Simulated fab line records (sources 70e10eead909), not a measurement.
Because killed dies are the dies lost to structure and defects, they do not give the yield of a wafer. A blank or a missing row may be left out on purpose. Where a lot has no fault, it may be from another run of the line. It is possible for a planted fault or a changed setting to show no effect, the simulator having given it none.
fab line records ; flow nandHarc
[record] lots = 5; wafers = 15; lastDay = 33
route steps=1302 shown THIN_TSV@1278 END@1301
lots untouched by any fault: they come from a run of this same line in which no faults occurred
startH: the number of hours between the record's first day and the start of the first shown wafer of the lot ; waitH: hours from the lot's prior step to this one ; " repeats the value in the row above ; L1.1+2: a row that stands for several wafers ; - no value, or no start was given ; * or withheld: withheld ; < > ~ a bound
route shown NAME@n: NAME is a module with steps in the file, n the number in the route of the first one ; usual: mean/standard deviation taken from wafers without a fault ; same: alike in all rows ; chamber/n: place in a boat ; sites: per-site readings ; _std_site: the standard deviation of these ; _edge_site: outer sites' mean less inner sites' ; radiusMm: for every site, how far away it sits from the centre of the wafer ; mask NAME#n: copy n ; behind: the tool/chamber that last shaped the wafer ; hold: cause of the lot's hold/its duration in hours/its outcome ; device: the n, p or np transistor that did not switch ; end of line: the same wafers' tests at the end of the route ; where a step has no rows: the recipe by itself ; killed: not the wafer's yield, but the dies lost to structure and defects at the first sort ; map: a wafer's dies, x killed, . not, _ none there
set.NAME: setting as actually run; set.NAME@STEP: the setting as run at that earlier step ; model.NAME: the simulator's own value behind a step, which no gauge read
lots at some steps of the route; a table a step, a row a wafer
services: from which hour (startH, from the record's first day; less than 0 if before it) a tool's chamber was out of use, for how many hours, and why
[[steps]]
[step NHARC_THIN_TSV_SRD_23]
lot.wafer;tool;chamber;startH;waitH
L075.1+3+6;wetBench-10;1,2,5;560.14;0.0
L085.6+2+1;wetBench-10;4,6,7;671.85;0.0
L090.4+6+5;wetBench-08;0,1,3;730.60;0.0
L094.6+1+3;wetBench-08;3,4,6;774.49;0.0
L097.3+6+4;wetBench-08;2,3,5;782.62;0.0
[step NHARC_THIN_TSV_DEGAS_53]
[recipe] tempC = 300; timeS = 60
[usual] heaterPowerW = 478/50
lot.wafer;tool;chamber;startH;waitH;heaterPowerW
L075.1;pvdSputter-01;-;560.24;0.1;483
L075.3;pvdSputter-01;-;560.24;0.1;473
L075.6;pvdSputter-01;-;560.24;0.1;536
L085.1;pvdSputter-03;-;671.94;0.1;547
L085.2;pvdSputter-03;-;671.94;0.1;546
L085.6;pvdSputter-03;-;671.94;0.1;440
L090.4;pvdSputter-03;-;730.73;0.1;420
L090.5;pvdSputter-03;-;730.73;0.1;562
L090.6;pvdSputter-03;-;730.73;0.1;548
L094.3;pvdSputter-02;-;774.58;0.1;393
L094.1;pvdSputter-02;-;774.58;0.1;466
L094.6;pvdSputter-02;-;774.58;0.1;406
L097.4;pvdSputter-01;-;782.71;0.1;471
L097.3;pvdSputter-01;-;782.71;0.1;481
L097.6;pvdSputter-01;-;782.71;0.1;505
[step NHARC_THIN_TSV_PRE_CLEAN_54]
[recipe] timeS = 30; tempC = 280; gas = H2/He
[usual] heaterPowerW = 422/43
lot.wafer;tool;chamber;startH;waitH;heaterPowerW
L075.3;pvdSputter-01;-;560.30;0.0;415
L075.1;pvdSputter-01;-;560.30;0.0;432
L075.6;pvdSputter-01;-;560.30;0.0;417
L085.1;pvdSputter-03;-;672.03;0.1;463
L085.2;pvdSputter-03;-;672.03;0.1;368
L085.6;pvdSputter-03;-;672.03;0.1;484
L090.4;pvdSputter-03;-;730.77;0.0;473
L090.6;pvdSputter-03;-;730.77;0.0;483
L090.5;pvdSputter-03;-;730.77;0.0;467
L094.1;pvdSputter-02;-;774.66;0.1;370
L094.3;pvdSputter-02;-;774.66;0.1;348
L094.6;pvdSputter-02;-;774.66;0.1;369
L097.4;pvdSputter-01;-;782.79;0.1;430
L097.3;pvdSputter-01;-;782.79;0.1;451
L097.6;pvdSputter-01;-;782.79;0.1;443
[step NHARC_THIN_TSV_PVD_55]
[recipe] targetThkA = 500; material = TiN
lot.wafer;tool;chamber;startH;waitH
L075.1+3+6;pvdSputter-01;-;560.40;0.1
L085.1+2+6;pvdSputter-03;-;672.09;0.1
L090.4+5+6;pvdSputter-03;-;730.91;0.1
L094.3+1+6;pvdSputter-02;-;774.73;0.0
L097.4+3+6;pvdSputter-01;-;782.88;0.1
[step NHARC_THIN_TSV_PVD_24]
[recipe] targetThkA = 8000; powerW = withheld; chamberPressurePa = withheld; substrateTempC = withheld; timeS = withheld; gas = Ar; material = Al
lot.wafer;tool;chamber;startH;waitH
L075.3+1+6;pvdSputter-01;-;560.53;0.1
L085.1+2+6;pvdSputter-03;-;672.24;0.1
L090.4+5+6;pvdSputter-03;-;731.00;0.1
L094.3+1+6;pvdSputter-02;-;774.99;0.2
L097.4+3+6;pvdSputter-01;-;783.07;0.2
[step NHARC_THIN_TSV_DEHYDRATE_25]
[recipe] tempC = 150; timeS = 120
[usual] exhaustPa = 45.0/0.96
lot.wafer;tool;chamber;startH;waitH;exhaustPa
L075.1;lithoTrack-02;0;560.94;-;44.7
L075.3;lithoTrack-02;0;560.94;-;45.2
L075.6;lithoTrack-02;0;560.94;-;44.3
L085.1;lithoTrack-07;0;672.66;-;45.1
L085.2;lithoTrack-07;0;672.66;-;45.7
L085.6;lithoTrack-07;0;672.66;-;45.0
L090.4;lithoTrack-07;0;731.42;-;46.5
L090.5;lithoTrack-07;0;731.42;-;45.6
L090.6;lithoTrack-07;0;731.42;-;48.2
L094.1;lithoTrack-07;0;775.29;-;44.9
L094.3;lithoTrack-07;0;775.29;-;45.0
L094.6;lithoTrack-07;0;775.29;-;44.3
L097.3;lithoTrack-02;0;783.43;-;46.0
L097.4;lithoTrack-02;0;783.43;-;44.8
L097.6;lithoTrack-02;0;783.43;-;45.6
[step NHARC_THIN_TSV_HMDS_26]
[recipe] timeS = 30
[usual] exhaustPa = 45.0/0.84
lot.wafer;tool;chamber;startH;waitH;exhaustPa
L075.1;lithoTrack-02;0;-;-;45.5
L075.3;lithoTrack-02;0;-;-;45.3
L075.6;lithoTrack-02;0;-;-;43.9
L085.1;lithoTrack-07;0;-;-;45.1
L085.2;lithoTrack-07;0;-;-;44.4
L085.6;lithoTrack-07;0;-;-;46.5
L090.4;lithoTrack-07;0;-;-;44.8
L090.5;lithoTrack-07;0;-;-;44.9
L090.6;lithoTrack-07;0;-;-;44.7
L094.1;lithoTrack-07;0;-;-;45.3
L094.3;lithoTrack-07;0;-;-;45.0
L094.6;lithoTrack-07;0;-;-;45.7
L097.3;lithoTrack-02;0;-;-;45.4
L097.4;lithoTrack-02;0;-;-;44.9
L097.6;lithoTrack-02;0;-;-;45.1
[step NHARC_THIN_TSV_COAT_27]
[recipe] spinRpm = *
[usual] exhaustPa = 44.9/0.94
lot.wafer;tool;chamber;startH;waitH;exhaustPa
L075.1;lithoTrack-02;0;-;-;45.0
L075.3;lithoTrack-02;0;-;-;45.3
L075.6;lithoTrack-02;0;-;-;45.1
L085.1;lithoTrack-07;0;-;-;45.2
L085.2;lithoTrack-07;0;-;-;45.8
L085.6;lithoTrack-07;0;-;-;45.2
L090.4;lithoTrack-07;0;-;-;46.1
L090.5;lithoTrack-07;0;-;-;46.3
L090.6;lithoTrack-07;0;-;-;45.2
L094.1;lithoTrack-07;0;-;-;46.2
L094.3;lithoTrack-07;0;-;-;44.7
L094.6;lithoTrack-07;0;-;-;46.3
L097.3;lithoTrack-02;0;-;-;43.9
L097.4;lithoTrack-02;0;-;-;44.2
L097.6;lithoTrack-02;0;-;-;42.7
[step NHARC_THIN_TSV_SOFTBAKE_28]
[recipe] tempC = 122; timeS = 95
[usual] exhaustPa = 45.0/1
lot.wafer;tool;chamber;startH;waitH;exhaustPa
L075.1;lithoTrack-02;0;-;-;46.1
L075.3;lithoTrack-02;0;-;-;44.4
L075.6;lithoTrack-02;0;-;-;44.9
L085.1;lithoTrack-07;0;-;-;43.1
L085.2;lithoTrack-07;0;-;-;44.8
L085.6;lithoTrack-07;0;-;-;44.8
L090.4;lithoTrack-07;0;-;-;46.3
L090.5;lithoTrack-07;0;-;-;45.4
L090.6;lithoTrack-07;0;-;-;46.7
L094.1;lithoTrack-07;0;-;-;44.4
L094.3;lithoTrack-07;0;-;-;46.2
L094.6;lithoTrack-07;0;-;-;43.9
L097.3;lithoTrack-02;0;-;-;44.8
L097.4;lithoTrack-02;0;-;-;44.5
L097.6;lithoTrack-02;0;-;-;45.9
[step NHARC_THIN_TSV_EBR_29]
[usual] exhaustPa = 44.8/0.88
lot.wafer;tool;chamber;startH;waitH;exhaustPa
L075.1;lithoTrack-02;0;-;-;45.7
L075.3;lithoTrack-02;0;-;-;45.8
L075.6;lithoTrack-02;0;-;-;45.4
L085.1;lithoTrack-07;0;-;-;44.8
L085.2;lithoTrack-07;0;-;-;44.5
L085.6;lithoTrack-07;0;-;-;44.9
L090.4;lithoTrack-07;0;-;-;44.2
L090.5;lithoTrack-07;0;-;-;43.8
L090.6;lithoTrack-07;0;-;-;44.4
L094.1;lithoTrack-07;0;-;-;43.7
L094.3;lithoTrack-07;0;-;-;43.2
L094.6;lithoTrack-07;0;-;-;45.1
L097.3;lithoTrack-02;0;-;-;45.7
L097.4;lithoTrack-02;0;-;-;46.3
L097.6;lithoTrack-02;0;-;-;46.8
[step NHARC_THIN_TSV_EXPOSE_30]
[recipe] na = 0.55; doseMj = 11.47; maskId = PAD
lot.wafer;tool;chamber;startH;waitH;mask
L075.1+3+6;krfScanner-04;0;561.21;-;PAD#0
L085.1+2+6;krfScanner-01;0;672.94;-;PAD#0
L090.4+5+6;krfScanner-02;0;731.70;-;PAD#0
L094.1+3+6;krfScanner-04;0;775.56;-;PAD#0
L097.3+4+6;krfScanner-04;0;783.71;-;PAD#0
[step NHARC_THIN_TSV_PEB_31]
[recipe] pebTempC = 118; pebTimeS = 85
[usual] exhaustPa = 45.0/0.8
[same] pebTimeS = 85
lot.wafer;tool;chamber;startH;waitH;exhaustPa
L075.1;lithoTrack-05;0;561.28;0.1;44.0
L075.3;lithoTrack-05;0;561.28;0.1;44.1
L075.6;lithoTrack-05;0;561.28;0.1;42.7
L085.1;lithoTrack-02;0;673.00;0.1;44.0
L085.2;lithoTrack-02;0;673.00;0.1;44.8
L085.6;lithoTrack-02;0;673.00;0.1;46.3
L090.4;lithoTrack-05;0;731.75;0.0;45.4
L090.5;lithoTrack-05;0;731.75;0.0;43.8
L090.6;lithoTrack-05;0;731.75;0.0;44.8
L094.1;lithoTrack-05;0;775.63;0.1;45.2
L094.3;lithoTrack-05;0;775.63;0.1;46.0
L094.6;lithoTrack-05;0;775.63;0.1;46.1
L097.3;lithoTrack-07;0;783.76;0.1;44.4
L097.4;lithoTrack-07;0;783.76;0.1;45.4
L097.6;lithoTrack-07;0;783.76;0.1;44.5
[step NHARC_THIN_TSV_DEVELOP_32]
[recipe] timeS = 70
[usual] exhaustPa = 45.0/0.85
lot.wafer;tool;chamber;startH;waitH;exhaustPa
L075.1;lithoTrack-05;0;-;-;45.6
L075.3;lithoTrack-05;0;-;-;45.8
L075.6;lithoTrack-05;0;-;-;44.3
L085.1;lithoTrack-02;0;-;-;45.1
L085.2;lithoTrack-02;0;-;-;45.1
L085.6;lithoTrack-02;0;-;-;45.6
L090.4;lithoTrack-05;0;-;-;44.2
L090.5;lithoTrack-05;0;-;-;44.1
L090.6;lithoTrack-05;0;-;-;44.1
L094.1;lithoTrack-05;0;-;-;45.4
L094.3;lithoTrack-05;0;-;-;43.5
L094.6;lithoTrack-05;0;-;-;43.2
L097.3;lithoTrack-07;0;-;-;44.8
L097.4;lithoTrack-07;0;-;-;44.6
L097.6;lithoTrack-07;0;-;-;45.0
[step NHARC_THIN_TSV_CD_MEAS_33]
[recipe] targetCdNm = 5000; landingEnergyEv = 500
[usual] cdNm = 5000.2/1.4
lot.wafer;tool;chamber;startH;waitH;cdNm
L075.1;cdSem-02;0;561.36;-;4999.2
L075.3;cdSem-02;0;561.36;-;5001.6
L075.6;cdSem-02;0;561.36;-;5000.9
L085.1;cdSem-02;0;673.09;-;5001.1
L085.2;cdSem-02;0;673.09;-;5001.1
L085.6;cdSem-02;0;673.09;-;5000.3
L090.4;cdSem-01;0;731.85;-;5001.2
L090.5;cdSem-01;0;731.85;-;5002.4
L090.6;cdSem-01;0;731.85;-;5001.2
L094.1;cdSem-02;0;775.72;-;5000.5
L094.3;cdSem-02;0;775.72;-;5002.9
L094.6;cdSem-02;0;775.72;-;5002.2
L097.3;cdSem-03;0;783.86;-;4999.9
L097.4;cdSem-03;0;783.86;-;5002.4
L097.6;cdSem-03;0;783.86;-;5000.1
[step NHARC_THIN_TSV_HARDBAKE_34]
[recipe] tempC = 125; timeS = 80
[usual] exhaustPa = 45.1/0.79
lot.wafer;tool;chamber;startH;waitH;exhaustPa
L075.1;lithoTrack-07;0;561.44;-;45.6
L075.3;lithoTrack-07;0;561.44;-;45.9
L075.6;lithoTrack-07;0;561.44;-;44.7
L085.1;lithoTrack-05;0;673.17;-;45.3
L085.2;lithoTrack-05;0;673.17;-;46.7
L085.6;lithoTrack-05;0;673.17;-;45.4
L090.4;lithoTrack-07;0;731.93;-;45.8
L090.5;lithoTrack-07;0;731.93;-;44.6
L090.6;lithoTrack-07;0;731.93;-;45.5
L094.1;lithoTrack-07;0;775.80;-;43.8
L094.3;lithoTrack-07;0;775.80;-;45.0
L094.6;lithoTrack-07;0;775.80;-;43.6
L097.3;lithoTrack-02;0;783.94;-;44.8
L097.4;lithoTrack-02;0;783.94;-;46.6
L097.6;lithoTrack-02;0;783.94;-;45.6
[step NHARC_THIN_TSV_DESCUM_35]
[recipe] timeS = 3; o2FlowSccm = 200; arFlowSccm = 0; biasPowerW = 0; chemistry = O2
[usual] drypumpMotorCurrentA = 5.7/0.4; oesProductAu = 0.997/0.0075; rfVppV = 58.0/0.87; showerheadPlenumPTorr = 1.94/0.07; throttleValvePct = 11.310/0.0089
lot.wafer;tool;chamber;startH;waitH;drypumpMotorCurrentA;oesProductAu;rfHoursCounterH;rfVppV;showerheadPlenumPTorr;throttleValvePct
L075.1;rieDiel-10;2;561.55;-;6.3;0.987;5;56.6;1.79;11.306
L075.3;rieDiel-10;3;561.55;-;5.6;0.995;6;56.9;1.96;11.316
L075.6;rieDiel-10;0;561.55;-;5.6;0.991;-;56.4;1.87;11.304
L085.2;rieDiel-10;0;673.25;-;5.6;1.010;4;57.9;1.86;11.296
L085.1;rieDiel-10;2;673.25;-;6.3;1.012;3;58.0;1.79;11.306
L085.6;rieDiel-10;0;673.25;-;5.5;1.015;-;57.4;1.86;11.320
L090.4;rieDiel-05;0;732.00;-;5.7;0.995;8;58.6;1.98;11.293
L090.6;rieDiel-05;0;732.00;-;5.7;1.001;-;56.9;1.98;11.300
L090.5;rieDiel-05;1;732.00;-;5.4;0.993;-;58.6;1.91;11.296
L094.3;rieDiel-02;3;775.90;-;6.3;1.000;1;58.1;2.05;11.307
L094.1;rieDiel-02;0;775.90;-;5.8;0.996;1;57.4;1.91;11.309
L094.6;rieDiel-02;1;775.90;-;5.1;0.991;-;56.8;2.02;11.303
L097.4;rieDiel-05;2;784.02;-;5.6;0.987;2;57.5;1.99;11.314
L097.3;rieDiel-05;0;784.02;-;5.6;0.991;2;58.5;1.98;11.299
L097.6;rieDiel-05;2;784.02;-;5.6;0.986;-;58.1;1.99;11.301
[step NHARC_THIN_TSV_ETCH_59]
[recipe] targetDepthA = 8800; icpW = 900; biasW = 100; Cl2_flow_sccm = 60; bcl3FlowSccm = 30; timeS = 138.1; chemistry = Cl2/BCl3
[usual] drypumpMotorCurrentA = 5.6/0.34; oesProductAu = 0.999/0.0065; throttleValvePct = 22.265/0.0082
lot.wafer;tool;chamber;startH;waitH;drypumpMotorCurrentA;oesProductAu;rfHoursCounterH;throttleValvePct
L075.1;rieMetal-02;1;561.66;0.1;5.5;1.001;1.3;22.273
L075.3;rieMetal-02;0;561.66;0.1;5.3;0.994;-;22.270
L075.6;rieMetal-02;1;561.66;0.1;5.5;1.001;-;22.265
L085.1;rieMetal-01;0;673.39;0.1;5.6;1.005;1.3;22.271
L085.2;rieMetal-01;1;673.39;0.1;5.9;0.985;1.1;22.278
L085.6;rieMetal-01;0;673.39;0.1;5.6;0.998;-;22.260
L090.4;rieMetal-02;0;732.24;0.2;5.3;0.994;-;22.255
L090.6;rieMetal-02;1;732.24;0.2;5.5;1.007;-;22.265
L090.5;rieMetal-02;0;732.24;0.2;5.3;1.000;-;22.258
L094.1;rieMetal-02;1;776.00;0.1;5.5;0.996;2.7;22.269
L094.3;rieMetal-02;1;776.00;0.1;5.5;0.994;-;22.258
L094.6;rieMetal-02;1;776.00;0.1;5.5;0.989;-;22.262
L097.4;rieMetal-02;0;784.21;0.2;5.3;1.004;-;22.258
L097.3;rieMetal-02;1;784.21;0.2;5.5;1.002;-;22.268
L097.6;rieMetal-02;0;784.21;0.2;5.3;0.995;-;22.272
[step NHARC_THIN_TSV_ETCH_36]
[recipe] targetDepthA = 650; overEtchFrac = 0.3; timeS = 18.571; ionEnergyEv = 150; chemistry = Cl2/BCl3
[usual] drypumpMotorCurrentA = 5.6/0.34; oesProductAu = 0.999/0.0057
lot.wafer;tool;chamber;startH;waitH;drypumpMotorCurrentA;oesProductAu;rfHoursCounterH
L075.1;rieMetal-02;1;561.91;0.2;5.5;1.005;1.4
L075.3;rieMetal-02;0;561.91;0.2;5.3;1.001;-
L075.6;rieMetal-02;0;561.91;0.2;5.3;1.002;-
L085.2;rieMetal-01;0;673.65;0.2;5.6;0.993;1.4
L085.1;rieMetal-01;1;673.65;0.2;5.9;0.992;1.2
L085.6;rieMetal-01;0;673.65;0.2;5.6;0.995;-
L090.4;rieMetal-02;1;732.41;0.1;5.5;0.996;-
L090.6;rieMetal-02;0;732.41;0.1;5.3;0.997;-
L090.5;rieMetal-02;1;732.41;0.1;5.5;0.997;-
L094.1;rieMetal-02;0;776.26;0.2;5.3;1.000;2.9
L094.3;rieMetal-02;0;776.26;0.2;5.3;1.008;-
L094.6;rieMetal-02;1;776.26;0.2;5.5;1.001;-
L097.3;rieMetal-02;0;784.41;0.1;5.3;0.993;-
L097.4;rieMetal-02;1;784.41;0.1;5.5;1.003;-
L097.6;rieMetal-02;1;784.41;0.1;5.5;0.990;-
[step NHARC_THIN_TSV_STRIP_56]
[recipe] powerW = 1500; tempC = 250; chemistry = O2
[usual] drypumpMotorCurrentA = 6.0/0.42; heaterPowerW = 310/25
lot.wafer;tool;chamber;startH;waitH;drypumpMotorCurrentA;heaterPowerW;rfHoursCounterH
L075.1;plasmaAsher-01;1;562.06;0.1;5.5;267;7
L075.3;plasmaAsher-01;1;562.06;0.1;5.5;267;-
L075.6;plasmaAsher-01;0;562.06;0.1;5.7;313;-
L085.2;plasmaAsher-01;1;673.75;0.1;5.5;261;29
L085.1;plasmaAsher-01;0;673.75;0.1;5.7;318;29
L085.6;plasmaAsher-01;0;673.75;0.1;5.7;326;-
L090.4;plasmaAsher-01;1;732.63;0.2;5.5;284;-
L090.6;plasmaAsher-01;0;732.63;0.2;5.7;322;-
L090.5;plasmaAsher-01;1;732.63;0.2;5.5;282;-
L094.1;plasmaAsher-02;0;776.41;0.1;6.4;317;38
L094.3;plasmaAsher-02;0;776.41;0.1;6.5;322;-
L094.6;plasmaAsher-02;0;776.41;0.1;6.5;319;-
L097.3;plasmaAsher-01;0;784.60;0.2;5.7;329;-
L097.4;plasmaAsher-01;1;784.60;0.2;5.5;271;-
L097.6;plasmaAsher-01;0;784.60;0.2;5.7;323;-
[step NHARC_THIN_TSV_STRIP_57]
[recipe] timeS = 1200; tempC = 72.5; chemistry = postEtchResidueRemover
lot.wafer;tool;chamber;startH;waitH
L075.1+6+3;wetBench-08;4,7,1;562.36;0.3
L085.2+6+1;wetBench-08;4,5,6;674.12;0.3
L090.6+4+5;wetBench-08;4,5,6;732.85;0.1
L094.1+3+6;wetBench-10;2,3,5;776.73;0.3
L097.3+4+6;wetBench-10;6,7,1;784.87;0.2
[step NHARC_THIN_TSV_CD_MEAS_37]
[usual] cdNm = 5000.4/1.9
lot.wafer;tool;chamber;startH;waitH;cdNm
L075.1;cdSem-03;-;562.80;-;5000.0
L075.3;cdSem-03;-;562.80;-;5003.4
L075.6;cdSem-03;-;562.80;-;5000.9
L085.1;cdSem-01;-;674.54;-;5002.4
L085.2;cdSem-01;-;674.54;-;5000.6
L085.6;cdSem-01;-;674.54;-;4999.2
L090.4;cdSem-03;-;733.29;-;5000.5
L090.5;cdSem-03;-;733.29;-;5000.5
L090.6;cdSem-03;-;733.29;-;4999.6
L094.1;cdSem-02;-;777.15;-;5001.1
L094.3;cdSem-02;-;777.15;-;5004.5
L094.6;cdSem-02;-;777.15;-;5002.8
L097.3;cdSem-01;-;785.31;-;5000.5
L097.4;cdSem-01;-;785.31;-;5003.8
L097.6;cdSem-01;-;785.31;-;4999.7
[step NHARC_THIN_TSV_ANNEAL_58]
[recipe] tempC = 400; timeS = 1800
[usual] spikeTcLowerC = 399.5/1; zonePowerTopPct = 10.3/0.49
lot.wafer;tool;chamber;startH;waitH;spikeTcLowerC;zonePowerTopPct
L075.1;furnace-07;0;566.01;3.2;398.5;10.7
L075.3;furnace-07;0;566.01;3.2;398.9;10.6
L075.6;furnace-07;0;566.01;3.2;398.4;10.7
L085.1;furnace-07;0;678.22;3.7;398.5;10.6
L085.2;furnace-07;0;678.22;3.7;399.2;10.7
L085.6;furnace-07;0;678.22;3.7;399.9;10.6
L090.4;furnace-08;0;739.92;6.6;399.9;10.1
L090.5;furnace-08;0;739.92;6.6;398.5;10.2
L090.6;furnace-08;0;739.92;6.6;400.4;10.3
L094.1;furnace-07;0;778.91;1.8;397.7;10.5
L094.3;furnace-07;0;778.91;1.8;398.3;10.5
L094.6;furnace-07;0;778.91;1.8;400.2;10.5
L097.3;furnace-08;0;788.94;3.6;398.9;10.3
L097.4;furnace-08;0;788.94;3.6;400.3;10.0
L097.6;furnace-08;0;788.94;3.6;399.1;10.3
[step NHARC_THIN_TSV_INSPECT_40]
[usual] rawDefectCount = 550/95
lot.wafer;tool;chamber;startH;waitH;rawDefectCount
L075.1;defectInspect-01;-;567.46;0.4;536
L075.3;defectInspect-01;-;567.46;0.4;502
L075.6;defectInspect-01;-;567.46;0.4;557
L085.1;defectInspect-02;-;679.68;0.4;625
L085.2;defectInspect-02;-;679.68;0.4;571
L085.6;defectInspect-02;-;679.68;0.4;688
L090.4;defectInspect-02;-;741.37;0.4;452
L090.5;defectInspect-02;-;741.37;0.4;464
L090.6;defectInspect-02;-;741.37;0.4;502
L094.1;defectInspect-02;-;780.34;0.4;576
L094.3;defectInspect-02;-;780.34;0.4;435
L094.6;defectInspect-02;-;780.34;0.4;414
L097.3;defectInspect-01;-;790.38;0.4;707
L097.4;defectInspect-01;-;790.38;0.4;624
L097.6;defectInspect-01;-;790.38;0.4;635
[step NHARC_END_WLT_00]
[usual] VT_DECK1_BOTTOM = 0.872/0.0073; VT_DECK1_BOTTOM_INNER = 0.872/0.0072; VT_DECK1_MEDIAN_NEAR_BOTTOM = 0.874/0.007; VT_DECK1_MEDIAN_NEAR_BOTTOM_INNER = 0.874/0.0075; VT_DECK1_MIDDLE = 0.885/0.0079; VT_DECK1_MIDDLE_INNER = 0.885/0.0077; VT_DECK1_TOP = 0.896/0.0083; VT_DECK1_TOP_INNER = 0.895/0.0071; VT_DECK2_BOTTOM = 0.874/0.0088; VT_DECK2_BOTTOM_INNER = 0.874/0.0093; VT_DECK2_MEDIAN_NEAR_BOTTOM = 0.875/0.0092; VT_DECK2_MEDIAN_NEAR_BOTTOM_INNER = 0.875/0.0088; VT_DECK2_MIDDLE = 0.887/0.0088; VT_DECK2_MIDDLE_INNER = 0.887/0.0087; VT_DECK2_TOP = 0.898/0.0084; VT_DECK2_TOP_INNER = 0.898/0.0092
lot.wafer;tool;chamber;startH;waitH;VT_DECK1_BOTTOM;VT_DECK1_BOTTOM_INNER;VT_DECK1_MEDIAN_NEAR_BOTTOM;VT_DECK1_MEDIAN_NEAR_BOTTOM_INNER;VT_DECK1_MIDDLE;VT_DECK1_MIDDLE_INNER;VT_DECK1_TOP;VT_DECK1_TOP_INNER;VT_DECK2_BOTTOM;VT_DECK2_BOTTOM_INNER;VT_DECK2_MEDIAN_NEAR_BOTTOM;VT_DECK2_MEDIAN_NEAR_BOTTOM_INNER;VT_DECK2_MIDDLE;VT_DECK2_MIDDLE_INNER;VT_DECK2_TOP;VT_DECK2_TOP_INNER
L075.1;prober-02;-;567.52;0.1;0.888;0.885;0.884;0.895;0.895;0.905;0.915;0.908;0.868;0.869;0.867;0.872;0.888;0.886;0.896;0.892
L075.3;prober-02;-;568.53;1.1;0.889;0.886;0.884;0.889;0.898;0.908;0.911;0.914;0.874;0.875;0.875;0.873;0.883;0.878;0.907;0.899
L075.6;prober-02;-;570.04;2.6;0.893;0.894;0.891;0.901;0.899;0.900;0.912;0.906;0.865;0.867;0.867;0.864;0.883;0.882;0.902;0.894
L085.1;prober-01;-;679.72;0.0;0.871;0.875;0.885;0.880;0.895;0.893;0.901;0.898;0.881;0.876;0.875;0.877;0.889;0.884;0.894;0.905
L085.2;prober-01;-;679.72;0.0;0.875;0.866;0.880;0.873;0.898;0.878;0.907;0.889;0.879;0.872;0.874;0.885;0.892;0.891;0.904;0.899
L085.6;prober-01;-;682.22;2.5;0.884;0.883;0.879;0.880;0.890;0.892;0.899;0.894;0.869;0.880;0.871;0.880;0.893;0.882;0.900;0.905
L090.4;prober-01;-;742.89;1.5;0.877;0.873;0.871;0.872;0.891;0.885;0.894;0.890;0.866;0.865;0.862;0.865;0.878;0.883;0.901;0.891
L090.5;prober-01;-;742.89;1.5;0.871;0.882;0.872;0.877;0.889;0.889;0.894;0.898;0.865;0.863;0.863;0.870;0.882;0.882;0.890;0.891
L090.6;prober-01;-;742.89;1.5;0.875;0.877;0.880;0.874;0.889;0.884;0.900;0.900;0.864;0.864;0.872;0.874;0.879;0.875;0.895;0.890
L094.1;prober-02;-;780.40;0.1;0.869;0.866;0.867;0.863;0.880;0.878;0.894;0.884;0.884;0.885;0.888;0.884;0.901;0.887;0.909;0.914
L094.3;prober-02;-;781.42;1.1;0.863;0.867;0.868;0.871;0.874;0.881;0.882;0.889;0.888;0.878;0.880;0.887;0.897;0.892;0.907;0.907
L094.6;prober-02;-;782.94;2.6;0.866;0.866;0.868;0.866;0.874;0.884;0.887;0.886;0.879;0.879;0.889;0.887;0.898;0.896;0.918;0.902
L097.3;prober-01;-;797.02;6.6;0.874;0.879;0.881;0.872;0.882;0.885;0.893;0.891;0.891;0.887;0.888;0.880;0.904;0.889;0.902;0.908
L097.4;prober-01;-;797.02;6.6;0.870;0.871;0.874;0.876;0.886;0.891;0.899;0.898;0.880;0.876;0.889;0.882;0.900;0.895;0.902;0.898
L097.6;prober-01;-;798.55;8.2;0.873;0.872;0.872;0.881;0.890;0.880;0.895;0.896;0.878;0.883;0.881;0.882;0.896;0.898;0.905;0.907
[step NHARC_END_SORT_01]
[recipe] tempC = 25
[usual] defectLimitedYield = 90.7/2.6; killedAtArray = 59/17; killedAtOther = 0.7/0.9; killedAtPeriphery = 3.6/2.3; killedDies = 63/18; killedOpen = 3.4/1.9; killedShort = 2.6/1.7
[same] grossDies = 677
lot.wafer;tool;chamber;startH;waitH;defectLimitedYield[%];killedAtArray;killedAtOther;killedAtPeriphery;killedDies;killedOpen;killedShort
L085.1;prober-01;0;682.72;2.5;91.3;54;0;5;59;7;2
L085.2;prober-01;0;683.51;2.8;91.9;54;0;1;55;2;4
L085.6;prober-01;0;686.68;4.0;90.5;59;0;5;64;5;5
// killed by level:class
L085.1 A_CHANNEL_HOLE_D1:chamberFilmFlake=31 A_CONTACT:chamberFilmFlake=8 A_SLIT:chamberFilmFlake=3 P_CONTACT:geometricParticle:open=2 A_CHANNEL_FILL_D1:geometricParticle:open=2 A_CHANNEL_HOLE_D2:chamberFilmFlake=2 P_M2:geometricParticle:short=1 A_ONON_D1:geometricParticle:open=1
L085.2 A_CHANNEL_HOLE_D1:chamberFilmFlake=33 A_CONTACT:chamberFilmFlake=10 P_GATE:geometricParticle:open=1 A_ONON_D1:geometricParticle:short=1 A_CHANNEL_FILL_D1:geometricParticle:short=1 A_CHANNEL_HOLE_D2:geometricParticle:open=1 A_CHANNEL_FILL_D2:geometricParticle:short=1 A_M0:geometricParticle:short=1
L085.6 A_CHANNEL_HOLE_D1:chamberFilmFlake=35 A_CONTACT:chamberFilmFlake=6 A_SLIT:chamberFilmFlake=3 A_ONON_D1:geometricParticle:open=2 P_ZERO_WELL:chamberFilmFlake=2 A_CHANNEL_HOLE_D2:unspecified=2 P_STI:geometricParticle:short=1 P_GATE:geometricParticle:open=1
[[services]]
tool;chamber;startH;hours;kind
pvdSputter-03;-;557.91;10.0;pm
lithoTrack-02;-;577.00;7.0;pm
pvdSputter-01;-;590.74;10.0;pm
lithoTrack-07;-;601.00;7.0;pm
plasmaAsher-01;-;613.55;11.5;repair
rieMetal-02;-;631.00;9.0;pm
pvdSputter-02;-;632.49;0.8;repair
pvdSputter-02;-;638.00;10.0;pm
wetBench-10;-;638.72;3.7;repair
plasmaAsher-01;-;640.72;3.2;repair
wetBench-08;-;646.40;8.0;pm
lithoTrack-05;-;649.02;7.0;pm
wetBench-10;-;663.20;8.0;pm
pvdSputter-03;-;663.78;3.1;repair
pvdSputter-03;-;668.05;2.3;repair
pvdSputter-01;-;692.01;0.8;repair
plasmaAsher-01;-;696.00;9.0;pm
pvdSputter-01;-;718.81;1.5;repair
pvdSputter-03;-;735.91;10.0;pm
lithoTrack-02;-;752.00;7.0;pm
wetBench-08;-;754.33;3.6;repair
wetBench-08;-;764.94;1.3;repair
pvdSputter-01;-;768.78;10.0;pm
lithoTrack-07;-;776.00;7.0;pm
[[key]]
fault none
